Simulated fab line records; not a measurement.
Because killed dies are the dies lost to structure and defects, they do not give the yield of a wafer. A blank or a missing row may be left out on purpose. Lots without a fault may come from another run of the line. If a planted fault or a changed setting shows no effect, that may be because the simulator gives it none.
fab line records + flow n5-finfet + part 2 of 2: steps 26 to 35 of 35
[record]
- lots = 5
- wafers = 15
- last-day = 17
route steps=1938 shown BEOL_M9@1451 BEOL_M10@1470
lots with no fault: from the same line, run without faults
start-h: start of the lot's first displayed wafer, in hours after the record's first day + wait-h: how many hours have passed since the lot's step before this one + " the same as in the row above + L1.1+2: a single row standing in for several wafers + - no value, or no start was given + * or withheld: withheld + < > ~ a bound
route shown NAME@n: names a module that has steps shown in the file, with the first one's number in the route + usual: mean/standard deviation taken from wafers without a fault + same: alike in all rows + chamber/n: place in a boat + sites: per-site readings + _std_site: standard deviation across them + _edge_site: outer sites' mean less inner sites' + radius-mm: how far each site lies from the wafer's centre + mask NAME#n: copy n + behind: the last tool/chamber to shape the wafer + hold: why the lot went on hold/how many hours it stayed there/how the hold came to an end + device: the transistor (n, p or np) that didn't switch + end of line: the route-end tests of the same wafers + a step with no rows: only its recipe + killed: not the wafer's yield, but the dies lost to structure and defects at the first sort + map: dies across one wafer; x = killed, . = not, _ = none there
set.NAME: the setting that was run; set.NAME@STEP: the one run at that earlier step + model.NAME: the simulator's own value behind a step, which no gauge read
certain route steps with their lots: each step a table, each wafer a row
services: the hour from which a tool's chamber was out of use, counted from the record's first day as start-h (under 0 if before that day), plus the number of hours and why
[[steps]]
[step N5_BEOL_M10_COAT_60]
[recipe]
- resist = SiARC
- temp-c = 220
- time-s = 60
- spin-rpm = 1500
- resist-thk-nm = 30
[usual]
- chill-plate-temp-C = 23.00/0.11
| lot.wafer | tool           | chamber | start-h | wait-h | chill-plate-temp-C |
|-----------|----------------|---------|---------|--------|--------------------|
| L075.1    | litho-track-02 | 0       | -       | -      | 22.92              |
| L075.3    | "              | 0       | "       | "      | 22.89              |
| L075.4    | "              | 0       | "       | "      | 22.90              |
| L079.2    | litho-track-01 | 0       | -       | -      | 23.00              |
| L079.4    | "              | 0       | "       | "      | 23.06              |
| L079.6    | "              | 0       | "       | "      | 23.01              |
| L078.1    | litho-track-03 | 0       | -       | -      | 22.86              |
| L078.2    | "              | 0       | "       | "      | 22.95              |
| L078.3    | "              | 0       | "       | "      | 22.89              |
| L095.1    | litho-track-02 | 0       | -       | -      | 23.00              |
| L095.3    | "              | 0       | "       | "      | 22.92              |
| L095.6    | "              | 0       | "       | "      | 22.96              |
| L097.1    | litho-track-02 | 0       | -       | -      | 23.10              |
| L097.2    | "              | 0       | "       | "      | 23.14              |
| L097.5    | "              | 0       | "       | "      | 22.88              |
[step N5_BEOL_M10_COAT_05]
[recipe]
- resist = CAR-ArF
- spin-rpm = 1500
- resist-thk-nm = 90
[usual]
- chill-plate-temp-C = 23.00/0.098
| lot.wafer | tool           | chamber | start-h | wait-h | chill-plate-temp-C |
|-----------|----------------|---------|---------|--------|--------------------|
| L075.1    | litho-track-02 | 0       | -       | -      | 23.06              |
| L075.3    | "              | 0       | "       | "      | 23.12              |
| L075.4    | "              | 0       | "       | "      | 22.98              |
| L079.2    | litho-track-01 | 0       | -       | -      | 23.09              |
| L079.4    | "              | 0       | "       | "      | 22.92              |
| L079.6    | "              | 0       | "       | "      | 22.91              |
| L078.1    | litho-track-03 | 0       | -       | -      | 22.94              |
| L078.2    | "              | 0       | "       | "      | 23.10              |
| L078.3    | "              | 0       | "       | "      | 22.99              |
| L095.1    | litho-track-02 | 0       | -       | -      | 22.95              |
| L095.3    | "              | 0       | "       | "      | 22.91              |
| L095.6    | "              | 0       | "       | "      | 23.01              |
| L097.1    | litho-track-02 | 0       | -       | -      | 23.01              |
| L097.2    | "              | 0       | "       | "      | 22.92              |
| L097.5    | "              | 0       | "       | "      | 22.95              |
[step N5_BEOL_M10_EBR_07]
[recipe]
- solvent = PGMEA
- ebr-width-mm = 1.5
[usual]
- chill-plate-temp-C = 22.99/0.1
| lot.wafer | tool           | chamber | start-h | wait-h | chill-plate-temp-C |
|-----------|----------------|---------|---------|--------|--------------------|
| L075.1    | litho-track-02 | 0       | -       | -      | 22.92              |
| L075.3    | "              | 0       | "       | "      | 23.05              |
| L075.4    | "              | 0       | "       | "      | 22.97              |
| L079.2    | litho-track-01 | 0       | -       | -      | 23.04              |
| L079.4    | "              | 0       | "       | "      | 23.12              |
| L079.6    | "              | 0       | "       | "      | 22.99              |
| L078.1    | litho-track-03 | 0       | -       | -      | 22.97              |
| L078.2    | "              | 0       | "       | "      | 22.84              |
| L078.3    | "              | 0       | "       | "      | 22.86              |
| L095.1    | litho-track-02 | 0       | -       | -      | 23.02              |
| L095.3    | "              | 0       | "       | "      | 23.01              |
| L095.6    | "              | 0       | "       | "      | 23.02              |
| L097.1    | litho-track-02 | 0       | -       | -      | 23.07              |
| L097.2    | "              | 0       | "       | "      | 23.13              |
| L097.5    | "              | 0       | "       | "      | 23.14              |
[step N5_BEOL_M10_SOFTBAKE_06]
[recipe]
- temp-c = 110
- time-s = 60
- resist = CAR-ArF
[usual]
- chill-plate-temp-C = 23.00/0.1
| lot.wafer | tool           | chamber | start-h | wait-h | chill-plate-temp-C |
|-----------|----------------|---------|---------|--------|--------------------|
| L075.1    | litho-track-02 | 0       | -       | -      | 22.78              |
| L075.3    | "              | 0       | "       | "      | 23.04              |
| L075.4    | "              | 0       | "       | "      | 22.93              |
| L079.2    | litho-track-01 | 0       | -       | -      | 22.90              |
| L079.4    | "              | 0       | "       | "      | 23.02              |
| L079.6    | "              | 0       | "       | "      | 23.19              |
| L078.1    | litho-track-03 | 0       | -       | -      | 22.96              |
| L078.2    | "              | 0       | "       | "      | 23.00              |
| L078.3    | "              | 0       | "       | "      | 22.93              |
| L095.1    | litho-track-02 | 0       | -       | -      | 23.09              |
| L095.3    | "              | 0       | "       | "      | 23.33              |
| L095.6    | "              | 0       | "       | "      | 23.10              |
| L097.1    | litho-track-02 | 0       | -       | -      | 22.99              |
| L097.2    | "              | 0       | "       | "      | 23.05              |
| L097.5    | "              | 0       | "       | "      | 23.03              |
[step N5_BEOL_M10_EXPOSE_08]
[recipe]
- mask-id = M10
- na = 1.35
- source-shape = dipole
- sigma-inner = 0.411
- sigma-outer = 0.611
- polarization = te
- dose-mj = 53.75
[usual]
- exposure-dose-mJ-cm2 = 53.72/0.053
[same]
- dipole-opening-deg = 40
| lot.wafer | tool            | chamber | start-h | wait-h | mask  | exposure-dose-mJ-cm2 |
|-----------|-----------------|---------|---------|--------|-------|----------------------|
| L075.1    | arfi-scanner-03 | 0       | 224.14  | -      | M10#0 | 53.74                |
| L075.3    | "               | 0       | "       | "      | M10#0 | 53.71                |
| L075.4    | "               | 0       | "       | "      | M10#0 | 53.71                |
| L079.2    | arfi-scanner-02 | 0       | 244.69  | -      | M10#0 | 53.70                |
| L079.4    | "               | 0       | "       | "      | M10#0 | 53.73                |
| L079.6    | "               | 0       | "       | "      | M10#0 | 53.72                |
| L078.1    | arfi-scanner-03 | 0       | 245.26  | -      | M10#0 | 53.67                |
| L078.2    | "               | 0       | "       | "      | M10#0 | 53.65                |
| L078.3    | "               | 0       | "       | "      | M10#0 | 53.66                |
| L095.1    | arfi-scanner-01 | 0       | 338.99  | -      | M10#0 | 53.71                |
| L095.3    | "               | 0       | "       | "      | M10#0 | 53.70                |
| L095.6    | "               | 0       | "       | "      | M10#0 | 53.77                |
| L097.1    | arfi-scanner-03 | 0       | 352.33  | -      | M10#0 | 53.61                |
| L097.2    | "               | 0       | "       | "      | M10#0 | 53.63                |
| L097.5    | "               | 0       | "       | "      | M10#0 | 53.65                |
[step N5_BEOL_M10_PEB_09]
[recipe]
- peb-temp-c = withheld
- peb-time-s = 60
- resist = CAR-ArF
[usual]
- chill-plate-temp-C = 23.01/0.11
| lot.wafer | tool           | chamber | start-h | wait-h | chill-plate-temp-C |
|-----------|----------------|---------|---------|--------|--------------------|
| L075.1    | litho-track-02 | 0       | 224.20  | 0.1    | 22.94              |
| L075.3    | "              | 0       | "       | "      | 23.02              |
| L075.4    | "              | 0       | "       | "      | 22.82              |
| L079.2    | litho-track-02 | 0       | 244.74  | 0.0    | 22.92              |
| L079.4    | "              | 0       | "       | "      | 23.03              |
| L079.6    | "              | 0       | "       | "      | 23.05              |
| L078.1    | litho-track-02 | 0       | 245.31  | 0.1    | 22.99              |
| L078.2    | "              | 0       | "       | "      | 23.02              |
| L078.3    | "              | 0       | "       | "      | 23.04              |
| L095.1    | litho-track-02 | 0       | 339.05  | 0.1    | 22.94              |
| L095.3    | "              | 0       | "       | "      | 22.90              |
| L095.6    | "              | 0       | "       | "      | 23.10              |
| L097.1    | litho-track-03 | 0       | 352.39  | 0.1    | 22.92              |
| L097.2    | "              | 0       | "       | "      | 22.83              |
| L097.5    | "              | 0       | "       | "      | 22.90              |
[step N5_BEOL_M10_DEVELOP_10]
[recipe]
- develop-time-s = 30
- developer = TMAH
- resist = CAR-ArF
- rinse-liquid = diw
- dry = air-spin
- dev-temp-c = 23
[usual]
- chill-plate-temp-C = 22.98/0.11
| lot.wafer | tool           | chamber | start-h | wait-h | chill-plate-temp-C |
|-----------|----------------|---------|---------|--------|--------------------|
| L075.1    | litho-track-02 | 0       | -       | -      | 22.88              |
| L075.3    | "              | 0       | "       | "      | 22.96              |
| L075.4    | "              | 0       | "       | "      | 22.85              |
| L079.2    | litho-track-02 | 0       | -       | -      | 23.00              |
| L079.4    | "              | 0       | "       | "      | 22.99              |
| L079.6    | "              | 0       | "       | "      | 22.92              |
| L078.1    | litho-track-02 | 0       | -       | -      | 22.99              |
| L078.2    | "              | 0       | "       | "      | 23.17              |
| L078.3    | "              | 0       | "       | "      | 23.18              |
| L095.1    | litho-track-02 | 0       | -       | -      | 22.91              |
| L095.3    | "              | 0       | "       | "      | 23.03              |
| L095.6    | "              | 0       | "       | "      | 22.87              |
| L097.1    | litho-track-03 | 0       | -       | -      | 23.12              |
| L097.2    | "              | 0       | "       | "      | 23.00              |
| L097.5    | "              | 0       | "       | "      | 23.13              |
[step N5_BEOL_M10_CD_MEAS_11]
[recipe]
- target-cd-nm = 64.1
- landing-energy-ev = 500
- detector = se-inlens
- polarity = opening
[usual]
- cd-nm = 63.9/0.78
| lot.wafer | tool      | chamber | start-h | wait-h | cd-nm |
|-----------|-----------|---------|---------|--------|-------|
| L075.1    | cd-sem-02 | 0       | 224.27  | -      | 64.3  |
| L075.3    | "         | 0       | "       | "      | 64.4  |
| L075.4    | "         | 0       | "       | "      | 63.7  |
| L079.2    | cd-sem-03 | 0       | 244.81  | -      | 63.3  |
| L079.4    | "         | 0       | "       | "      | 62.8  |
| L079.6    | "         | 0       | "       | "      | 63.5  |
| L078.1    | cd-sem-03 | 0       | 245.38  | -      | 63.1  |
| L078.2    | "         | 0       | "       | "      | 64.9  |
| L078.3    | "         | 0       | "       | "      | 64.6  |
| L095.1    | cd-sem-02 | 0       | 339.12  | -      | 64.6  |
| L095.3    | "         | 0       | "       | "      | 63.1  |
| L095.6    | "         | 0       | "       | "      | 63.1  |
| L097.1    | cd-sem-03 | 0       | 352.46  | -      | 63.5  |
| L097.2    | "         | 0       | "       | "      | 64.4  |
| L097.5    | "         | 0       | "       | "      | 64.0  |
[step N5_BEOL_M10_OVL_MEAS_12]
[recipe]
- points-per-wafer = 44
[usual]
- M10_OVL = -0.3/0.78
| lot.wafer | tool       | chamber | start-h | wait-h | M10_OVL[nm] |
|-----------|------------|---------|---------|--------|-------------|
| L075.1    | overlay-02 | 0       | 224.30  | 0.0    | -0.4        |
| L075.3    | "          | 0       | "       | "      | 0.4         |
| L075.4    | "          | 0       | "       | "      | 0.3         |
| L079.2    | overlay-02 | 0       | 244.84  | 0.0    | -1.0        |
| L079.4    | "          | 0       | "       | "      | 0.5         |
| L079.6    | "          | 0       | "       | "      | -0.4        |
| L078.1    | overlay-02 | 0       | 245.41  | 0.0    | -1.0        |
| L078.2    | "          | 0       | "       | "      | -0.1        |
| L078.3    | "          | 0       | "       | "      | -1.4        |
| L095.1    | overlay-02 | 0       | 339.15  | 0.0    | 0.3         |
| L095.3    | "          | 0       | "       | "      | 0.4         |
| L095.6    | "          | 0       | "       | "      | 0.3         |
| L097.1    | overlay-02 | 0       | 352.49  | 0.0    | -0.6        |
| L097.2    | "          | 0       | "       | "      | -0.2        |
| L097.5    | "          | 0       | "       | "      | -0.5        |
[step N5_BEOL_M10_INSPECT_13]
[recipe]
- mode = adi
- inspect-instrument = brightfield
[usual]
- raw-defect-count = 400/88
| lot.wafer | tool              | chamber | start-h | wait-h | raw-defect-count |
|-----------|-------------------|---------|---------|--------|------------------|
| L075.1    | defect-inspect-02 | -       | 224.32  | 0.0    | 417              |
| L075.3    | "                 | -       | "       | "      | 315              |
| L075.4    | "                 | -       | "       | "      | 294              |
| L079.2    | defect-inspect-01 | -       | 244.86  | 0.0    | 337              |
| L079.4    | "                 | -       | "       | "      | 430              |
| L079.6    | "                 | -       | "       | "      | 323              |
| L078.1    | defect-inspect-01 | -       | 245.44  | 0.0    | 414              |
| L078.2    | "                 | -       | "       | "      | 365              |
| L078.3    | "                 | -       | "       | "      | 453              |
| L095.1    | defect-inspect-02 | -       | 339.17  | 0.0    | 339              |
| L095.3    | "                 | -       | "       | "      | 442              |
| L095.6    | "                 | -       | "       | "      | 341              |
| L097.1    | defect-inspect-02 | -       | 352.51  | 0.0    | 603              |
| L097.2    | "                 | -       | "       | "      | 476              |
| L097.5    | "                 | -       | "       | "      | 365              |
[[services]]
| tool            | chamber | start-h | hours | kind   |
|-----------------|---------|---------|-------|--------|
| arfi-scanner-03 | -       | 209.84  | 1.0   | pm     |
| arfi-scanner-03 | -       | 214.36  | 0.8   | pm     |
| uv-cure-02      | -       | 215.01  | 1.0   | pm     |
| pecvd-01        | -       | 227.49  | 1.4   | repair |
| arfi-scanner-03 | -       | 248.26  | 1.3   | pm     |
| cmp-04          | -       | 256.08  | 18.7  | pm     |
| cvd-co-02       | -       | 261.61  | 0.6   | repair |
| pecvd-02        | 2       | 262.76  | 15.1  | repair |
| arfi-scanner-03 | -       | 264.81  | 1.6   | repair |
| pecvd-02        | -       | 268.90  | 14.6  | pm     |
| cmp-04          | -       | 275.43  | 4.6   | pm     |
| cmp-04          | -       | 287.18  | 3.8   | repair |
| arfi-scanner-03 | -       | 288.56  | 3.1   | pm     |
| uv-cure-03      | -       | 297.84  | 2.1   | pm     |
| pvd-sputter-02  | -       | 303.66  | 4.3   | repair |
| arfi-scanner-03 | -       | 303.86  | 0.4   | repair |
| arfi-scanner-03 | -       | 308.94  | 16.0  | pm     |
| cmp-04          | -       | 314.23  | 4.0   | pm     |
| ecd-cu-01       | -       | 314.71  | 3.6   | repair |
| pvd-sputter-03  | -       | 332.51  | 3.0   | repair |
| pecvd-02        | 1       | 333.32  | 4.9   | repair |
| uv-cure-03      | -       | 338.75  | 5.6   | repair |
| pvd-sputter-02  | -       | 342.91  | 6.3   | repair |
| uv-cure-02      | -       | 347.57  | 4.7   | repair |
